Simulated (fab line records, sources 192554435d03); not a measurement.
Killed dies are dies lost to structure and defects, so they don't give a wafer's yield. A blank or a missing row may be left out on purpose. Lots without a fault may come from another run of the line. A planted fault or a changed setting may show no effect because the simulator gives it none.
Which tool did it? | flow n5_finfet | 11 lots, 33 wafers sampled, at 4 steps of a route of 1938

WHAT THE GAUGES READ, wafer by wafer
N5_MIM_TOP_LITHO_OVL_MEAS_11.
lot  | measured     | on         | MIM_TOP_OVL (nm)
L166 | day 14 12:23 | overlay-01 | 4 -1 0
L170 | day 16 16:01 | overlay-01 | 1 1 -4
L174 | day 16 17:03 | overlay-01 | 5 -3 6
L176 | day 17 03:49 | overlay-01 | -3 -8 1
L180 | day 18 02:41 | overlay-01 | 5 8 7
L182 | day 18 17:29 | overlay-01 | -3 8 6
L181 | day 19 05:43 | overlay-02 | -11 -13 -14
L184 | day 19 08:43 | overlay-01 | -1 3 -4
L183 | day 19 23:32 | overlay-01 | -13 -9 -9
L187 | day 20 11:28 | overlay-02 | -6 -7 -7
L186 | day 21 18:28 | overlay-01 | -7 0 -6

N5_MIM_BOT_LITHO_CD_MEAS_08: target cd 3000 nm.
lot  | measured     | on        | cd_nm (nm)
L166 | day 14 13:13 | cd_sem-02 | 2998.3 2999.6 3000.6
L170 | day 16 16:53 | cd_sem-01 | 2998.6 2999.3 3002.9
L174 | day 16 18:22 | cd_sem-03 | 3003.8 3000.0 2999.8
L176 | day 17 04:39 | cd_sem-01 | 3000.8 2995.2 2996.8
L180 | day 18 03:23 | cd_sem-03 | 2998.4 2995.7 2997.4
L182 | day 18 18:14 | cd_sem-03 | 2997.1 3000.6 3000.1
L181 | day 19 06:25 | cd_sem-01 | 2999.2 2997.8 3001.2
L184 | day 19 09:32 | cd_sem-03 | 3001.3 3000.1 3001.5
L183 | day 20 00:15 | cd_sem-01 | 3002.0 3000.0 2997.5
L187 | day 20 12:25 | cd_sem-02 | 2997.0 2998.6 2998.7
L186 | day 21 19:12 | cd_sem-03 | 2995.3 2998.6 2997.1

WHICH TOOL RAN EACH LOT (tool, then ch and the chambers of the sampled wafers, then the start)
lot  | N5_BEOL_M15_DEP_53              | N5_MIM_TOP_ETCH_STRIP_01
L166 | pecvd-03 ch 1,2, day 14 06:50   | rie_diel-02 ch 0,2, day 14 12:41
L170 | pecvd-03 ch 1,2, day 16 08:02   | rie_diel-06 ch 1,2,3, day 16 16:26
L174 | pecvd-04 ch 0,1, day 16 13:46   | rie_diel-06 ch 0,1,3, day 16 17:49
L176 | pecvd-03 ch 0,1,2, day 16 22:44 | rie_diel-06 ch 1,2,3, day 17 04:06
L180 | pecvd-01 ch 0,1, day 17 22:49   | rie_diel-06 ch 0,1,3, day 18 02:58
L182 | pecvd-03 ch 0,1, day 18 12:57   | rie_diel-02 ch 0,2,3, day 18 17:49
L181 | pecvd-03 ch 0,1,2, day 19 00:57 | rie_diel-03 ch 2,3, day 19 06:00
L184 | pecvd-03 ch 0,1,2, day 19 05:26 | rie_diel-02 ch 0,1,2, day 19 09:00
L183 | pecvd-01 ch 1,2, day 19 21:03   | rie_diel-02 ch 0,1,3, day 19 23:50
L187 | pecvd-03 ch 0,1, day 20 07:19   | rie_diel-06 ch 1,2,3, day 20 11:52
L186 | pecvd-04 ch 1,2, day 21 13:26   | rie_diel-03 ch 0,3, day 21 18:47
- N5_BEOL_M15_DEP_53: deposits SiCN from 3MS/NH3, target thk 50 nm, time 17.8 s.
- N5_MIM_TOP_ETCH_STRIP_01: strips in O2.

WHAT THE TOOLS THEMSELVES READ (means of the sampled wafers that have a number; where no wafer has one, the mark that the record gives instead)
N5_BEOL_M15_DEP_53.
lot  | tool     | showerhead_plenum_p_Torr (Torr) | throttle_valve_pct (%)
L166 | pecvd-03 | 4.139                           | 17.2
L170 | pecvd-03 | 4.138                           | 17.3
L174 | pecvd-04 | 4.167                           | 19.6
L176 | pecvd-03 | 4.157                           | 18.0
L180 | pecvd-01 | 4.135                           | 18.8
L182 | pecvd-03 | 4.166                           | 18.5
L181 | pecvd-03 | 4.154                           | 17.8
L184 | pecvd-03 | 4.147                           | 17.9
L183 | pecvd-01 | 4.159                           | 18.3
L187 | pecvd-03 | 4.172                           | 18.4
L186 | pecvd-04 | 4.163                           | 17.2

N5_MIM_TOP_ETCH_STRIP_01.
lot  | tool        | chamber_pressure_mTorr (mTorr) | drypump_motor_current_A (A) | oes_product_au (a.u.) | rf_vpp_V (V) | showerhead_plenum_p_Torr (Torr) | temp_c (C) | throttle_valve_pct (%)
L166 | rie_diel-02 | 29.96                          | 5.7                         | 0.81                  | 3.7          | 1.97                            | 60.07      | 16.76
L170 | rie_diel-06 | 29.94                          | 5.4                         | 0.87                  | 5.6          | 2.08                            | 59.88      | 16.34
L174 | rie_diel-06 | 30.03                          | 5.7                         | 0.87                  | 2.8          | 2.08                            | 59.99      | 16.45
L176 | rie_diel-06 | 30.04                          | 5.4                         | 0.87                  | 3.1          | 2.08                            | 60.24      | 16.37
L180 | rie_diel-06 | 30.04                          | 5.7                         | 0.83                  | 3.8          | 2.07                            | 60.27      | 16.48
L182 | rie_diel-02 | 29.96                          | 5.8                         | 0.76                  | 3.3          | 2.05                            | 59.98      | 16.83
L181 | rie_diel-03 | 30.07                          | 5.5                         | 0.79                  | 3.1          | 2.17                            | 60.06      | 16.52
L184 | rie_diel-02 | 30.05                          | 5.6                         | 0.77                  | 3.4          | 1.99                            | 59.89      | 16.73
L183 | rie_diel-02 | 29.96                          | 5.7                         | 0.87                  | 3.2          | 2.08                            | 59.95      | 16.60
L187 | rie_diel-06 | 29.97                          | 5.4                         | 0.83                  | 3.7          | 2.07                            | 60.06      | 16.39
L186 | rie_diel-03 | 29.94                          | 5.8                         | 0.75                  | 4.5          | 2.12                            | 59.96      | 16.60

THE ANSWER, worked out from the rows above alone
Rule: what is usual is taken from the lots themselves. Put in order of their means at a reading, lots are off if they are a third of the lots or fewer, leave a main group of 4 or more, and stand apart from it by a gap of 3 or more times the standard deviation of the main group's means; of several such gaps the widest counts. A main group whose means are all the same, to the digits that the tables above print for the reading, isn't used. A lot without any number at a reading at which 4 lots or more have one is off too. The other lots that the step has rows for count as sound. The gauges are gone through in route order, then the tools' own readings, and for those a lot's mean is taken as printed above. The first step at which some lot is off is used, and at that step the reading that is off furthest; a lot without a number counts as furthest.
No lot is off at any reading shown: from this, nothing can be told.

WHAT THE SIMULATOR HAD PUT IN
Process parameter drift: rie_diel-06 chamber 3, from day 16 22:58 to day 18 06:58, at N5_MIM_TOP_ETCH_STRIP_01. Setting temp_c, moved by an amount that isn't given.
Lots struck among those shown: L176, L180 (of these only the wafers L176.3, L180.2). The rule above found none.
